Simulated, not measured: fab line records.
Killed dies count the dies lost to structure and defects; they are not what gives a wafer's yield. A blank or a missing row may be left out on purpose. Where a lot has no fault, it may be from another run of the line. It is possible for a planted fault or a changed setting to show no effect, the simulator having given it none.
Chamber matching    flow nand_harc    NHARC_A_WL_FILL_ALD_10 on ald_hk-02 has 4 sister chambers
The step deposits SiO2, target thk 50 nm, pulse time 10 s, ald cycles 500. 8 wafers are shown with their chamber, then 10 later ones without.

## EACH WAFER AND ITS CHAMBER
wafer   chamber  heater_power_outer_w (W)  heater_power_w (W)
L080.5  2        309                       509
L082.4  2        310                       519
L082.5  0        267                       491
L082.6  3        254                       457
L084.4  0        270                       492
L084.6  1        218                       414
L087.2  3        255                       475
L087.3  1        221                       411

## WAFERS WHOSE CHAMBER IS MISSING
wafer   heater_power_outer_w (W)  heater_power_w (W)
L087.5  268                       485
L088.3  219                       411
L088.4  313                       511
L088.1  261                       486
L090.2  274                       501
L090.4  249                       468
L090.5  276                       484
L093.2  318                       518
L093.4  250                       472
L093.6  327                       513

## EACH ONE'S CHAMBER
wafer   from the rows above      in truth
L087.5  0                        0
L088.3  1                        1
L088.4  2                        2
L088.1  can't be placed: 0 or 3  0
L090.2  0                        0
L090.4  3                        3
L090.5  0                        0
L093.2  2                        2
L093.4  3                        3
L093.6  2                        2
9 of 10 placed correctly. From these rows, 1 cannot be placed; in 1 the true chamber is one of the candidates. Placed wrongly: 0.
How it was worked out, from the rows above alone: a wafer's distance from a chamber is the root of the sum, over the readings, of the square of ((its reading less the chamber's mean) divided by the reading's scatter). The wafer belongs to the nearest chamber; if the next one is less than 2 further off, it can't be placed. For every chamber, the mean is computed from those of its wafers that are shown. How the scatter is found: for the shown wafers, subtract from each reading the mean of its chamber, square and add these, divide the total by (wafers less chambers), then take the root.
